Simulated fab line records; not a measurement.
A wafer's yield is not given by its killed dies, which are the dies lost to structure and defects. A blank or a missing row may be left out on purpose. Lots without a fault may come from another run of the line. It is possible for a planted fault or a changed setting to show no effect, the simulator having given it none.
One fault through the eyes of 3 desks ; flow n5_finfet ; each desk has only its own numbers; what lay behind them comes last

## THE DEFECT DESK
Inspection counts along the route, by lot: the mean over sampled wafers that carry a number. Marked OUT: a lot whose mean sits more than 4 standard deviations from the usual mean, which makes it out of limits; the brackets give that distance.
Columns: A = raw_defect_count at N5_MIM_BOT_LITHO_INSPECT_12, usual 2.1
lot;first seen here;A
L479;day 12 11:28;2.3
L478;day 12 12:16;2.3
L486;day 14 12:18;2.0
L488;day 14 13:02;1.3
L485;day 15 17:22;2.3
L496;day 16 18:25;1.3
L501;day 17 13:02;0.7
This desk's finding: nothing out of limits on any of the 7 lots.

## FROM THE METROLOGY DESK
What the gauges read for every lot (on any tool): the sampled wafers with a number, averaged. Marked OUT: a lot whose mean sits more than 4 standard deviations from the usual mean, which makes it out of limits; the brackets give that distance.
Columns: A = cd_nm at N5_MIM_BOT_LITHO_CD_MEAS_08, usual 2999.4 nm; B = MIM_BOT_OVL at N5_MIM_BOT_LITHO_OVL_MEAS_11, usual 3 nm
lot;first seen here;A;B
L479;day 12 11:24;2999.4;5
L478;day 12 12:13;2999.5;6
L486;day 14 12:14;3000.2;0
L488;day 14 12:59;2999.4;3
L485;day 15 17:19;2998.0;2
L496;day 16 18:22;2998.1;9
L501;day 17 12:59;2998.8;0
This desk's finding: nothing out of limits on any of the 7 lots.

## AT THE TOOL OWNER'S DESK: rie_metal-02
The tool's own readings at N5_MIM_BOT_ETCH_ETCH_03 (etches the open film in Cl2/BCl3, target depth 12 nm): means of the sampled wafers that have a number, for each lot that ran on this tool. Marked OUT: a lot whose mean sits more than 4 standard deviations from the usual mean, which makes it out of limits; the brackets give that distance.
Columns: A = drypump_motor_current_A at N5_MIM_BOT_ETCH_ETCH_03, usual 5.7 A; B = he_backside_leak_sccm at N5_MIM_BOT_ETCH_ETCH_03, usual 3.4 sccm; C = oes_product_au at N5_MIM_BOT_ETCH_ETCH_03, usual 0.76 a.u.; D = rf_fwd_power_W at N5_MIM_BOT_ETCH_ETCH_03, usual 794.4 W; E = throttle_valve_pct at N5_MIM_BOT_ETCH_ETCH_03, usual 27.38 %
lot;first seen here;A;B;C;D;E
L478;day 12 12:27;5.6;3.5;0.67;793.8;27.19
L486;day 14 12:29;5.6;3.6;0.87;1274.0 (+99 or more) OUT;27.20
L488;day 14 13:13;6.0;3.6;0.87;1273.6 (+99 or more) OUT;27.19
L485;day 15 17:34;5.6;4.2;0.99;1274.9 (+99 or more) OUT;27.25
This desk finds L485, L486, L488 out of limits, L486 being first, at day 14 12:29 (rf_fwd_power_W at N5_MIM_BOT_ETCH_ETCH_03). Within limits: L478.

## PUT TOGETHER
The tool owner's desk had the chance to raise an alarm at day 14 12:29 on L485, L486, L488.
Nothing out of limits was seen by the defect desk.
The metrology desk saw nothing out of limits.
The defect desk has L485, L486, L488 on record, within its limits.
The metrology desk has L485, L486, L488 on record, within its limits.
Of the lots named, all ran N5_MIM_BOT_ETCH_ETCH_03 on rie_metal-02.

## WHAT THE SIMULATOR HAD INSERTED
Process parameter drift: rie_metal-02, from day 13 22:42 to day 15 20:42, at N5_MIM_BOT_ETCH_ETCH_03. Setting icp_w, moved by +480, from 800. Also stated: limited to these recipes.
Shown lots that were struck: L485, L486, L488.
Each desk's first reading out of limits, in hours after the fault started: the tool owner's desk, 14.
